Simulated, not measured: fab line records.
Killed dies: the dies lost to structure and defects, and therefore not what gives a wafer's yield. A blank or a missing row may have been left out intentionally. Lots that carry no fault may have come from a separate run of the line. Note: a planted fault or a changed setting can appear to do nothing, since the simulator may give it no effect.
Matching of chambers -- flow n5 finfet -- 4 sister chambers for N5_FIN_CUT_CUT_ETCH_26 on rie diel-03
The step etches SiNx in CH3F/O2, target depth 39 nm, time 55.7 s. 20 wafers are shown with their chamber, then 10 later ones without.

== EACH WAFER AND ITS CHAMBER ==
wafer,chamber,showerhead plenum p Torr (Torr),drypump motor current A (A),throttle valve pct (%)
L076.1,0,1.96,5.5,16.21
L076.3,1,2.01,5.1,16.31
L076.5,3,2.10,5.6,16.62
L078.3,3,2.10,5.6,16.63
L078.5,0,1.96,5.5,16.21
L078.6,1,2.01,5.1,16.31
L084.1,0,1.96,5.5,16.23
L084.5,0,1.96,5.4,16.23
L084.6,1,2.01,5.1,16.35
L085.2,2,2.06,5.1,16.32
L085.3,0,1.96,5.4,16.23
L085.5,0,1.96,5.5,16.23
L089.1,2,2.06,5.1,16.36
L089.2,1,2.01,5.1,16.36
L089.5,1,2.01,5.1,16.35
L091.1,3,2.09,5.6,16.68
L091.2,2,2.06,5.0,16.37
L091.5,2,2.06,5.1,16.37
L092.1,3,2.09,5.6,16.68
L092.2,1,2.00,5.1,16.36

SIGNATURES (averages over the wafers above)
reading,chamber 0,chamber 1,chamber 2,chamber 3,scatter within a chamber
showerhead plenum p Torr,1.9600,2.0083,2.0600,2.0950,0.00339
drypump motor current A,5.467,5.100,5.075,5.600,0.0361
throttle valve pct,16.2233,16.3400,16.3550,16.6525,0.0225
Rule: a wafer lies at a distance from a chamber equal to the root of the sum of squares, over the readings, of (its reading less the chamber's mean, divided by the reading's scatter). If the next closest chamber is less than 2 further off than the closest, the wafer can't be placed; otherwise it belongs to the closest. How the scatter is found: for the shown wafers, subtract from each reading the mean of its chamber, square and add these, divide the total by (wafers less chambers), then take the root.

== WAFERS WITHOUT THEIR CHAMBER ==
wafer,showerhead plenum p Torr (Torr),drypump motor current A (A),throttle valve pct (%)
L092.3,2.06,5.1,16.36
L094.2,2.08,5.6,16.70
L094.4,1.95,5.4,16.27
L094.5,2.00,5.1,16.36
L096.2,1.95,5.5,16.27
L096.3,2.00,5.1,16.38
L096.6,1.95,5.5,16.28
L097.1,1.95,5.5,16.27
L097.5,2.08,5.6,16.70
L097.6,1.95,5.4,16.28

== WHICH CHAMBER EACH ONE RAN IN ==
wafer,from the rows above,in truth
L092.3,2,2
L094.2,3,3
L094.4,0,0
L094.5,1,1
L096.2,0,0
L096.3,1,1
L096.6,0,0
L097.1,0,0
L097.5,3,3
L097.6,0,0
Correct placement for 10 of the 10. Left unplaced by these rows: 0. 0 placed wrongly.
